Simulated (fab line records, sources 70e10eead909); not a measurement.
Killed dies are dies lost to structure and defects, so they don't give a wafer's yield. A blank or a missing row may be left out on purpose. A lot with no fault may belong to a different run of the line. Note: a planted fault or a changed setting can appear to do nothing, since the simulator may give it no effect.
Matching of chambers || flow nand-harc || NHARC_A_STAIRCASE_DESCUM_219 on rie-diel-04: 4 sister chambers
The step chemistry O2, time 3 s. 4 wafers are shown with their chamber, then 11 later ones without.

== WAFERS PAIRED WITH THEIR CHAMBERS ==
{"wafer": "L088.2", "chamber": 0, "drypump-motor-current-A (A)": 5.5}
{"wafer": "L091.1", "chamber": 3, "drypump-motor-current-A (A)": 6.6}
{"wafer": "L091.5", "chamber": 1, "drypump-motor-current-A (A)": 5.6}
{"wafer": "L093.3", "chamber": 2, "drypump-motor-current-A (A)": 5.2}

== WAFERS MISSING THEIR CHAMBER ==
{"wafer": "L093.5", "drypump-motor-current-A (A)": 6.6}
{"wafer": "L093.6", "drypump-motor-current-A (A)": 5.2}
{"wafer": "L092.1", "drypump-motor-current-A (A)": 5.5}
{"wafer": "L092.3", "drypump-motor-current-A (A)": 5.6}
{"wafer": "L092.5", "drypump-motor-current-A (A)": 6.5}
{"wafer": "L096.1", "drypump-motor-current-A (A)": 6.6}
{"wafer": "L096.2", "drypump-motor-current-A (A)": 5.2}
{"wafer": "L096.3", "drypump-motor-current-A (A)": 5.6}
{"wafer": "L096.4", "drypump-motor-current-A (A)": 5.5}
{"wafer": "L096.5", "drypump-motor-current-A (A)": 5.3}
{"wafer": "L096.6", "drypump-motor-current-A (A)": 5.6}

== EACH ONE'S CHAMBER ==
{"wafer": "L093.5", "from the rows above": 3, "in truth": 3}
{"wafer": "L093.6", "from the rows above": 2, "in truth": 2}
{"wafer": "L092.1", "from the rows above": 0, "in truth": 0}
{"wafer": "L092.3", "from the rows above": 1, "in truth": 1}
{"wafer": "L092.5", "from the rows above": 3, "in truth": 3}
{"wafer": "L096.1", "from the rows above": 3, "in truth": 3}
{"wafer": "L096.2", "from the rows above": 2, "in truth": 2}
{"wafer": "L096.3", "from the rows above": 1, "in truth": 1}
{"wafer": "L096.4", "from the rows above": 0, "in truth": 0}
{"wafer": "L096.5", "from the rows above": 2, "in truth": 2}
{"wafer": "L096.6", "from the rows above": 1, "in truth": 1}
11 of 11 placed correctly. Can't be placed from these rows: 0. Number placed wrongly: 0.
How it was worked out, from the rows above alone: a wafer's distance from a chamber is the root of the sum, over the readings, of the square of ((its reading less the chamber's mean) divided by the reading's scatter). If the next closest chamber is less than 2 further off than the closest, the wafer can't be placed; otherwise it belongs to the closest. The mean given for a chamber averages the wafers shown for that chamber. The scatter (one wafer shown for each chamber): square how far every hidden wafer sits from the nearest shown wafer, average those squares and take the square root.
